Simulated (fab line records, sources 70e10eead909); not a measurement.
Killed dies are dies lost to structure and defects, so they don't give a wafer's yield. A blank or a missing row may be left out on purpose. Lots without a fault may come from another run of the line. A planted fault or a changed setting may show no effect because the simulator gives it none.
Which tool did it? | flow nand_harc | 6 lots, 18 wafers sampled, at 5 steps of a route of 1302

WHAT THE GAUGES READ, wafer by wafer
NHARC_END_SORT_01.
lot  | measured     | on        | killed_dies
L884 | day 25 17:46 | prober-01 | 55 39 51
L886 | day 27 21:47 | prober-02 | 52 64 64
L889 | day 28 06:38 | prober-01 | 35 677 677
L897 | day 30 22:01 | prober-01 | 36 38 30
L901 | day 32 18:44 | prober-01 | 72 52 58
L903 | day 33 04:50 | prober-02 | 75 75 88

WHICH TOOL RAN EACH LOT (tool, then ch and the chambers of the sampled wafers, then the start)
lot  | NHARC_A_WL_FILL_RTA_01           | NHARC_A_WL_FILL_ETCHBACK_05       | NHARC_A_WL_FILL_ETCHBACK_17       | NHARC_A_WL_FILL_ALD_19
L884 | rtp_anneal-02 ch 0, day 21 13:29 | rie_metal-01 ch 0,1, day 21 14:50 | rie_metal-01 ch 0,1, day 22 01:16 | ald_metal-04 ch 0,3, day 22 06:46
L886 | rtp_anneal-01 ch 0, day 23 06:40 | rie_metal-02 ch 0,1, day 23 08:01 | rie_metal-01 ch 0,1, day 23 19:19 | ald_metal-04 ch 0,3, day 24 00:49
L889 | rtp_anneal-02 ch 0, day 24 02:07 | rie_metal-02 ch 0,1, day 24 03:26 | rie_metal-01 ch 0,1, day 24 13:49 | ald_metal-01 ch 0,1,3, day 24 19:19
L897 | rtp_anneal-02 ch 0, day 26 20:17 | rie_metal-02 ch 0,1, day 26 21:37 | rie_metal-03 ch 0,1, day 27 07:59 | ald_metal-03 ch 0,1,2, day 27 13:31
L901 | rtp_anneal-02 ch 0, day 28 14:20 | rie_metal-01 ch 0, day 28 15:48   | rie_metal-01 ch 0, day 29 03:14   | ald_metal-03 ch 0,3, day 29 08:46
L903 | rtp_anneal-01 ch 0, day 28 23:34 | rie_metal-03 ch 0,1, day 29 00:55 | rie_metal-03 ch 0,1, day 29 11:53 | ald_metal-04 ch 1,2, day 29 17:19
- NHARC_A_WL_FILL_RTA_01: time 5 s.
- NHARC_A_WL_FILL_ETCHBACK_05: etches the open film in Cl2/BCl3, target depth 22 nm, time 60 s.
- NHARC_A_WL_FILL_ETCHBACK_17: etches the open film in Cl2/BCl3, target depth 4 nm, time 26.7 s.
- NHARC_A_WL_FILL_ALD_19: deposits TiN, target thk 2 nm, pulse time 3 s, ald cycles 100.

THE ANSWER, worked out from the rows above alone
Rule: what is usual is taken from the lots themselves. Put in order of their means at a reading, lots are off if they are a third of the lots or fewer, leave a main group of 4 or more, and stand apart from it by a gap of 3 or more times the standard deviation of the main group's means; of several such gaps the widest counts. A main group whose means are all the same, to the digits that the tables above print for the reading, isn't used. A lot without any number at a reading at which 4 lots or more have one is off too. The other lots that the step has rows for count as sound.
Off: L889, at NHARC_END_SORT_01 (killed_dies). The main group: mean 57, standard deviation 15.
A tool fits if, at a process step before that reading, it ran every lot that is off, and no sound lot after the first of them. The gauges at NHARC_END_SORT_01 are tried like those tools. One fits: ald_metal-01 at NHARC_A_WL_FILL_ALD_19. It ran no sound lot before its first lot that is off in this sample, so the start can't be narrowed down.

WHAT THE SIMULATOR HAD PUT IN
Process parameter drift: ald_metal-01, from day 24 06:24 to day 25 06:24, at NHARC_A_WL_FILL_ALD_19. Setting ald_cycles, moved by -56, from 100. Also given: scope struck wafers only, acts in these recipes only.
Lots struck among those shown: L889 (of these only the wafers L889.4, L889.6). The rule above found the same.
